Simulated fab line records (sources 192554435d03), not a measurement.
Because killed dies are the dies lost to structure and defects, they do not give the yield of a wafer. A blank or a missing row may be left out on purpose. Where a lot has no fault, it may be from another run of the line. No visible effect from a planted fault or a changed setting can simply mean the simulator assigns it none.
Struck lot and sound lot, side by side ; flow n5 finfet ; 19 out of 1938 route steps
Sound: wafers L572.2, L572.4, L572.6. Struck: wafers L586.1, L586.2, L586.6. At the end, the cause is stated.
Each step with rows lists, per side, the tool, then ch with its chambers, then its first start. Under that, the readings that differ: sound wafers ; struck wafers ; difference of the means ; sigmas: that difference in standard deviations of wafers without a fault.
alike: words and numbers the same on both sides, and readings whose means are apart by under 2 such deviations; not compared: readings that were withheld, readings missing a value for some wafer, numbers with overlapping values and no deviation given by the record, and bounds like >300 which may hide the same value.
Wherever a step has rows on one side only, a row that says differs or no value, or a row with sigmas, the two part there. When numbers do not overlap yet have no deviation, they are printed without sigmas and do not part them. A reading that every wafer of one side lacks parts them only if that side has two wafers or more.

N5_FIN_SAQP_CD_MEAS_37 targets a cd of 8 nm.
  sound on cd sem-03 at day 3 10:29; struck on cd sem-03 at day 6 19:58
  alike: cd nm
then, 3 steps without rows for these wafers: N5_FIN_SAQP_PRECLEAN_38 (cleans in O3/DIW, time 45 s); N5_FIN_SAQP_PRECLEAN_45 (cleans in dHF, time 10 s); N5_FIN_SAQP_SRD_39 (time 30 s).
N5_FIN_SAQP_OCD_MEAS_76:
  sound on ocd-02 at day 3 10:35; struck on ocd-02 at day 6 20:04
  alike: trench depth nm
N5_FIN_SAQP_INSPECT_40: inspects for defects (brightfield).
  sound on defect inspect-02 at day 3 10:37; struck on defect inspect-01 at day 6 20:06
  alike: raw defect count
then, 6 steps without rows for these wafers: N5_FIN_CUT_COAT_18 (time 60 s, resist thk 230 nm); N5_FIN_CUT_COAT_19 (time 60 s, resist thk 20 nm); N5_FIN_CUT_COAT_29 (time 60 s, resist thk 10 nm); N5_FIN_CUT_COAT_02 (resist thk 30 nm); N5_FIN_CUT_EBR_04; N5_FIN_CUT_SOFTBAKE_03 (time 60 s).
N5_FIN_CUT_EXPOSE_05: exposes mask FIN CUT.
  sound on euv scanner-02 ch 0, day 3 10:55; struck on euv scanner-01 ch 0, day 6 20:16
reading;sound;struck;difference;sigmas
model.FIN_CUT.overlay x nm (nm);0 0 0;11.2 11.2 11.2;+11.2;
  alike: mask
then, 2 steps without rows for these wafers: N5_FIN_CUT_PEB_06 (peb time 60 s); N5_FIN_CUT_DEVELOP_07 (develop time 30 s).
N5_FIN_CUT_CD_MEAS_08 targets a cd of 29.1 nm.
  sound on cd sem-03 ch 0, day 3 11:02; struck on cd sem-02 ch 0, day 6 20:25
reading;sound;struck;difference;sigmas
cd nm (nm);28.86 28.82 28.55;29.27 29.11 29.29;+0.48;+2
N5_FIN_CUT_OVL_MEAS_09:
  sound on overlay-01 ch 0, day 3 11:05; struck on overlay-01 ch 0, day 6 20:26
reading;sound;struck;difference;sigmas
FIN_CUT_OVL (nm);-0.9 -0.8 -0.9;10.8 10.0 10.1;+11.2;+17
N5_FIN_CUT_INSPECT_10: inspects for defects (brightfield).
  sound on defect inspect-01 at day 3 11:08; struck on defect inspect-01 at day 6 20:30
  alike: raw defect count
-- a jump in the record: the struck wafers' starts before and after are 8 days apart (it breaks off in module FIN_CUT and resumes in module BEOL_M4, where the first step shown is number 1111 of the route) --
N5_BEOL_M4_RC_MEAS_101:
  sound on prober-02 ch 0, day 9 09:14; struck on prober-01 ch 0, day 14 17:59
  alike: DIBL_N, DIBL_P, IOFF_N, IOFF_P, ION_N, ION_P, SS_N, SS_P, VT_N, VT_P

## WHERE THEY PART
Last at N5_FIN_CUT_OVL_MEAS_09 as far as this record goes, first at N5_FIN_CUT_CD_MEAS_08. Later steps at which nothing parts them and some readings are alike: N5_FIN_CUT_INSPECT_10, N5_BEOL_M4_RC_MEAS_101.

WHY: what had been put in by the simulator
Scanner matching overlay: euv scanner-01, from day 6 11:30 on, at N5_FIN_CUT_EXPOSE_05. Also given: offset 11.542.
